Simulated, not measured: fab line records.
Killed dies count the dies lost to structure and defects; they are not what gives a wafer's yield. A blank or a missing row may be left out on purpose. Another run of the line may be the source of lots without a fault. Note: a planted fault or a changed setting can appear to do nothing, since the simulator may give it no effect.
Code-filled problem report in 8D (eight disciplines) form -- flow n5-finfet -- the parts of the form that need people (team, actions taken, sign-off) are left out

## 1. WHAT IS WRONG
Wafers with no fault read 66.32 s with a standard deviation of 0.18, whereas run-length-s at N5_FIN_SAQP_COAT_49 reads a mean of 77.74 s on 1 wafer of 1 lot. That is +63 standard deviations from the usual mean.
The step: time 60 s, resist thk 100 nm.
Earliest sighting: wafer L719.3 on litho-track-04 at day 5 11:34. The record holds 15 wafers of 5 lots with a number at this step. Rule for "out", or "out of limits": more than 4 standard deviations from the usual mean. The other wafers with a number count as sound.

## 2. WHAT IT IS, WHAT IT ISN'T
question,is,is not
which readings at this step,run-length-s,-
which lots,L719,"L705, L709, L717, L727"
which wafers of those lots,L719.3,"L719.2, L719.4"
read on which tools,litho-track-04,"litho-track-01, litho-track-02"
when,from day 5 11:34,up to then (11 sound wafers); but 3 sound wafers of L727 came after

## 3. THE SUSPECTS, EACH WITH WHAT RULES IT OUT
Counting: a tool at a process step up to the reading stays a suspect if it ran every lot that is out. Sound lots after the first of them don't rule it out here, since some wafers of a struck lot are sound.
- ald-sin-01 at N5_FIN_SAQP_ALD_61 (deposits SiO2, target thk 4 nm, pulse time 1 s, purge time 2 s): kept. L719, the lot that is out, went through it at day 5 10:44; up to then, the latest sound lot through it was L709 at day 2 20:58.
- rtp-anneal-01 at N5_FIN_SAQP_DENSIFY_62 (time 60 s): kept. L719, the lot that is out, went through it at day 5 10:58; up to then, the latest sound lot through it was L717 at day 4 21:41.
- pecvd-04 at N5_FIN_SAQP_HM_DEP_03 (deposits SiNx from SiH4/NH3/N2, target thk 38 nm, time 33.6 s): kept. L719, the lot that is out, went through it at day 5 11:09; up to then, the latest sound lot through it was L709 at day 2 21:23.
- pecvd-04 at N5_FIN_SAQP_PECVD_48 (deposits SiNx from SiH4/NH3/N2, target thk 25 nm, time 22.1 s): kept. L719, the lot that is out, went through it at day 5 11:19; up to then, the latest sound lot through it was L709 at day 2 21:33.
- pecvd-04 at N5_FIN_SAQP_PECVD_06 (deposits a-Si from SiH4/He, target thk 60 nm, time 48.1 s): kept. L719, the lot that is out, went through it at day 5 11:22; up to then, the latest sound lot through it was L709 at day 2 21:35.
- litho-track-04 at N5_FIN_SAQP_COAT_49 (time 60 s, resist thk 100 nm): kept. L719, the lot that is out, went through it at day 5 11:34; up to then, the latest sound lot through it was L709 at day 2 21:47. Its own run-length-s readings are out on those wafers.
- In ald-sin-01 at N5_FIN_SAQP_ALD_61, the wafers that are out were processed in chamber 1 and their sound lot-mates in chambers 0, 2.
- In pecvd-04 at N5_FIN_SAQP_HM_DEP_03, the wafers that are out were processed in chamber 1 and their sound lot-mates in chambers 0, 2.
- In pecvd-04 at N5_FIN_SAQP_PECVD_48, the wafers that are out were processed in chamber 2 and their sound lot-mates in chambers 0, 1.
- In pecvd-04 at N5_FIN_SAQP_PECVD_06, the wafers that are out were processed in chamber 2 and their sound lot-mates in chambers 0, 1.
Left after counting: ald-sin-01 at N5_FIN_SAQP_ALD_61, rtp-anneal-01 at N5_FIN_SAQP_DENSIFY_62, pecvd-04 at N5_FIN_SAQP_HM_DEP_03, pecvd-04 at N5_FIN_SAQP_PECVD_48, pecvd-04 at N5_FIN_SAQP_PECVD_06, litho-track-04 at N5_FIN_SAQP_COAT_49.

## 4. THE CAUSE (what the simulator had put in)
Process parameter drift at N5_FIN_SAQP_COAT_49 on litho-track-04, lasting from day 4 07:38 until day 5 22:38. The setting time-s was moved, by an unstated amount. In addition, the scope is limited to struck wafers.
Counting leaves 6 suspects; this tool is one of them.

## 5. SEQUENCE OF EFFECTS, ordered by route
Each row: a reading where the mean over the struck wafers with a number is more than 3 standard deviations away from the usual. Scope: only readings with a usual standard deviation given in the record; hours: median across lots of the time from each lot's start at the first step in this table that gives one to its start at this step; sigmas: change in usual standard deviations.
hours,step,reading,usual,on struck wafers,change,sigmas
0,N5_FIN_SAQP_COAT_49,run-length-s,66.32 s,77.74,+11.42,+63
Process steps it contains:
- N5_FIN_SAQP_COAT_49: time 60 s, resist thk 100 nm.
Later steps that measure or inspect, where all struck wafers having a row at the step show a number for every such reading and not one has moved that far: N5_BEOL_M4_RC_MEAS_101.

## 6. HOW IT WOULD HAVE BEEN CAUGHT EARLIER
The fault began at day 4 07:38; the first out-of-limits reading in this record came at day 5 11:34, 28 hours later.
